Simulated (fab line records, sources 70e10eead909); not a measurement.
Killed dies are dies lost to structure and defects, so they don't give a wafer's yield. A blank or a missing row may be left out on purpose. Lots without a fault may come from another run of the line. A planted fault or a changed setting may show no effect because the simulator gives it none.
Which tool did it? | flow nand_harc | 12 lots, 36 wafers sampled, at 5 steps of a route of 1302

WHAT THE GAUGES READ, wafer by wafer
NHARC_P_ZERO_WELL_CD_MEAS_52: target cd 2000 nm.
lot  | measured     | on        | cd_nm (nm)
L340 | day 2 01:44  | cd_sem-01 | 2003.6 2000.8 2003.4
L342 | day 2 22:22  | cd_sem-02 | 2001.1 2001.4 1997.9
L343 | day 3 07:44  | cd_sem-03 | 2000.3 1999.3 1999.3
L344 | day 3 17:44  | cd_sem-03 | 1999.4 2003.0 1998.1
L345 | day 4 03:42  | cd_sem-03 | 1996.9 1999.1 1999.7
L346 | day 4 13:49  | cd_sem-01 | 1960.0 1958.9 1956.4
L356 | day 8 17:50  | cd_sem-01 | 1996.9 1999.4 1999.0
L357 | day 9 04:18  | cd_sem-02 | 1995.9 1998.3 1997.6
L360 | day 10 09:44 | cd_sem-02 | 2000.6 1998.0 2001.3
L361 | day 10 19:37 | cd_sem-03 | 1997.8 2002.6 1999.6
L362 | day 11 05:46 | cd_sem-03 | 1997.7 2002.1 1998.3
L363 | day 11 15:44 | cd_sem-03 | 1998.1 2001.0 1997.2

NHARC_P_GATE_INSPECT_28.
lot  | measured     | on                | raw_defect_count
L340 | day 5 01:05  | defect_inspect-01 | 9 9 4
L342 | day 5 21:22  | defect_inspect-02 | 4 9 4
L343 | day 6 02:16  | defect_inspect-02 | 9 3 10
L344 | day 6 13:48  | defect_inspect-02 | 9 1 5
L345 | day 7 00:22  | defect_inspect-01 | 5 4 7
L346 | day 7 16:30  | defect_inspect-01 | 5 4 1
L356 | day 11 20:13 | defect_inspect-01 | 4 4 5
L357 | day 11 23:11 | defect_inspect-01 | 4 5 5
L360 | day 13 06:15 | defect_inspect-02 | 6 9 9
L361 | day 13 23:01 | defect_inspect-02 | 9 6 6
L362 | day 14 02:53 | defect_inspect-02 | 8 6 0
L363 | day 14 10:47 | defect_inspect-02 | 7 6 4

WHICH TOOL RAN EACH LOT (tool, then ch and the chambers of the sampled wafers, then the start)
lot  | NHARC_P_ZERO_WELL_EXPOSE_49       | NHARC_P_ZERO_WELL_DESCUM_54        | NHARC_P_STI_ETCH_42
L340 | krf_scanner-02 ch 0, day 2 01:34  | rie_diel-04 ch 0,3, day 2 01:53    | rie_diel-06 ch 1,3, day 2 22:20
L342 | krf_scanner-01 ch 0, day 2 22:13  | rie_diel-04 ch 0,2,3, day 2 22:32  | rie_diel-08 ch 0,3, day 3 17:01
L343 | krf_scanner-04 ch 0, day 3 07:35  | rie_diel-11 ch 0,2,3, day 3 07:55  | rie_diel-06 ch 0,1, day 4 02:23
L344 | krf_scanner-01 ch 0, day 3 17:35  | rie_diel-04 ch 0,1,3, day 3 18:07  | rie_diel-10 ch 0,1,2, day 4 11:09
L345 | krf_scanner-02 ch 0, day 4 03:34  | rie_diel-04 ch 1,2,3, day 4 03:53  | rie_diel-08 ch 0,1,3, day 4 20:56
L346 | krf_scanner-02 ch 0, day 4 13:40  | rie_diel-04 ch 0,1,3, day 4 14:00  | rie_diel-06 ch 0,1,2, day 5 07:43
L356 | krf_scanner-02 ch 0, day 8 17:40  | rie_diel-05 ch 1,3, day 8 18:22    | rie_diel-10 ch 0,2, day 9 11:27
L357 | krf_scanner-01 ch 0, day 9 04:08  | rie_diel-05 ch 0,2,3, day 9 04:28  | rie_diel-10 ch 1,2,3, day 9 21:14
L360 | krf_scanner-02 ch 0, day 10 09:35 | rie_diel-11 ch 0,1, day 10 09:56   | rie_diel-08 ch 1,2,3, day 11 03:48
L361 | krf_scanner-01 ch 0, day 10 19:28 | rie_diel-11 ch 2,3, day 10 19:50   | rie_diel-08 ch 0,3, day 11 17:23
L362 | krf_scanner-04 ch 0, day 11 05:37 | rie_diel-05 ch 0,2,3, day 11 05:57 | rie_diel-10 ch 0,1, day 12 00:10
L363 | krf_scanner-02 ch 0, day 11 15:35 | rie_diel-04 ch 0,3, day 11 15:55   | rie_diel-08 ch 2,3, day 12 08:43
- NHARC_P_ZERO_WELL_EXPOSE_49: exposes mask P HVPW, target cd 2000 nm.
- NHARC_P_ZERO_WELL_DESCUM_54: chemistry O2, time 3 s.
- NHARC_P_STI_ETCH_42: etches the open film in N2/H2, target depth 80 nm, overetch 24 nm, time 61 s.

WHAT THE TOOLS THEMSELVES READ (means of the sampled wafers that have a number; where no wafer has one, the mark that the record gives instead)
NHARC_P_ZERO_WELL_DESCUM_54.
lot  | tool        | drypump_motor_current_A (A) | oes_product_au (a.u.) | rf_vpp_V (V) | showerhead_plenum_p_Torr (Torr) | throttle_valve_pct (%)
L340 | rie_diel-04 | 6.3                         | 1.000                 | 57.8         | 1.93                            | 11.302
L342 | rie_diel-04 | 5.9                         | 0.992                 | 57.4         | 1.90                            | 11.311
L343 | rie_diel-11 | 5.7                         | 1.003                 | 59.0         | 1.84                            | 11.306
L344 | rie_diel-04 | 6.0                         | 1.000                 | 57.1         | 1.92                            | 11.309
L345 | rie_diel-04 | 5.6                         | 1.009                 | 56.5         | 1.89                            | 11.316
L346 | rie_diel-04 | 6.0                         | 1.002                 | 57.3         | 1.92                            | 11.302
L356 | rie_diel-05 | 5.6                         | 0.994                 | 58.3         | 1.83                            | 11.315
L357 | rie_diel-05 | 6.2                         | 0.983                 | 57.3         | 1.87                            | 11.313
L360 | rie_diel-11 | 6.0                         | 0.996                 | 57.6         | 1.88                            | 11.315
L361 | rie_diel-11 | 5.4                         | 1.002                 | 57.1         | 1.78                            | 11.308
L362 | rie_diel-05 | 6.2                         | 0.999                 | 57.3         | 1.86                            | 11.306
L363 | rie_diel-04 | 5.9                         | 1.010                 | 57.0         | 1.85                            | 11.317

NHARC_P_STI_ETCH_42.
lot  | tool        | drypump_motor_current_A (A) | oes_product_au (a.u.) | rf_vpp_V (V) | showerhead_plenum_p_Torr (Torr) | throttle_valve_pct (%)
L340 | rie_diel-06 | 5.9                         | 1.008                 | 433.0        | 2.12                            | 14.162
L342 | rie_diel-08 | 6.0                         | 1.015                 | 432.4        | 2.10                            | 14.173
L343 | rie_diel-06 | 5.6                         | 1.001                 | 432.8        | 2.12                            | 14.168
L344 | rie_diel-10 | 5.8                         | 1.003                 | 432.0        | 2.06                            | 14.178
L345 | rie_diel-08 | 6.0                         | 1.004                 | 430.7        | 2.03                            | 14.173
L346 | rie_diel-06 | 6.0                         | 1.000                 | 431.8        | 2.09                            | 14.183
L356 | rie_diel-10 | 5.5                         | 1.005                 | 431.9        | 2.08                            | 14.174
L357 | rie_diel-10 | 6.0                         | 0.997                 | 430.3        | 2.03                            | 14.181
L360 | rie_diel-08 | 6.0                         | 0.991                 | 431.1        | 2.06                            | 14.171
L361 | rie_diel-08 | 5.8                         | 0.990                 | 429.8        | 2.00                            | 14.171
L362 | rie_diel-10 | 5.7                         | 1.001                 | 433.2        | 2.14                            | 14.176
L363 | rie_diel-08 | 6.1                         | 0.990                 | 433.7        | 2.13                            | 14.169

THE ANSWER, worked out from the rows above alone
Rule: what is usual is taken from the lots themselves. Put in order of their means at a reading, lots are off if they are a third of the lots or fewer, leave a main group of 4 or more, and stand apart from it by a gap of 3 or more times the standard deviation of the main group's means; of several such gaps the widest counts. A main group whose means are all the same, to the digits that the tables above print for the reading, isn't used. A lot without any number at a reading at which 4 lots or more have one is off too. The other lots that the step has rows for count as sound. The gauges are gone through in route order, then the tools' own readings, and for those a lot's mean is taken as printed above. The first step at which some lot is off is used, and at that step the reading that is off furthest; a lot without a number counts as furthest.
Off: L346, at NHARC_P_ZERO_WELL_CD_MEAS_52 (cd_nm). The main group: mean 1999.5 nm, standard deviation 1.3.
A tool fits if, at a process step before that reading, it ran every lot that is off, and no sound lot after the first of them. The gauges at NHARC_P_ZERO_WELL_CD_MEAS_52 are tried like those tools. None of those tried fits.

WHAT THE SIMULATOR HAD PUT IN
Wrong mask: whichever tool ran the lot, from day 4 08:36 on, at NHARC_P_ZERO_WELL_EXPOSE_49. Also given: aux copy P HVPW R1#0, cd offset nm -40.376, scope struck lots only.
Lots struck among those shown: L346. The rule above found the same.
